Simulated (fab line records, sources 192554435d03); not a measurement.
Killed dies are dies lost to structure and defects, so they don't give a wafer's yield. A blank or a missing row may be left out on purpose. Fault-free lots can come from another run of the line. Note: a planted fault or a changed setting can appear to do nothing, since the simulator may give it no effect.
Chamber matching ; flow n5_finfet ; 4 sister chambers for N5_MIM_TOP_ALD_00 on ald_hk-02
The step deposits Al2O3, purge time 3 s, co reactant pulse time 3 s. 4 wafers are shown with their chamber, then 8 later ones without.

== WAFERS PAIRED WITH THEIR CHAMBERS ==
wafer;chamber;precursor_pulse_height_rel
L081.2;0;1.020
L082.4;1;0.990
L087.3;3;1.002
L089.1;2;1.017

== WAFERS WITH NO CHAMBER GIVEN ==
wafer;precursor_pulse_height_rel
L089.5;1.010
L089.6;1.018
L090.1;0.983
L090.3;0.997
L090.4;0.996
L094.1;1.028
L094.5;1.008
L094.6;1.018

== WHICH CHAMBER EACH WENT THROUGH ==
wafer;from the rows above;in truth
L089.5;can't be placed: 2 or 3 or 0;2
L089.6;can't be placed: 2 or 0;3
L090.1;1;1
L090.3;can't be placed: 3 or 1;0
L090.4;can't be placed: 1 or 3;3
L094.1;can't be placed: 0 or 2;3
L094.5;can't be placed: 3 or 2 or 0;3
L094.6;can't be placed: 2 or 0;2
Correct placement for 1 of the 8. Can't be placed from these rows: 7 (the true chamber is among the candidates in 4). Placed wrongly: 0.
How it was worked out, from the rows above alone: a wafer's distance from a chamber is the root of the sum, over the readings, of the square of ((its reading less the chamber's mean) divided by the reading's scatter). The wafer belongs to the nearest chamber; if the next one is less than 2 further off, it can't be placed. For every chamber, the mean is computed from those of its wafers that are shown. The scatter (one wafer shown for each chamber): square how far every hidden wafer sits from the nearest shown wafer, average those squares and take the square root.
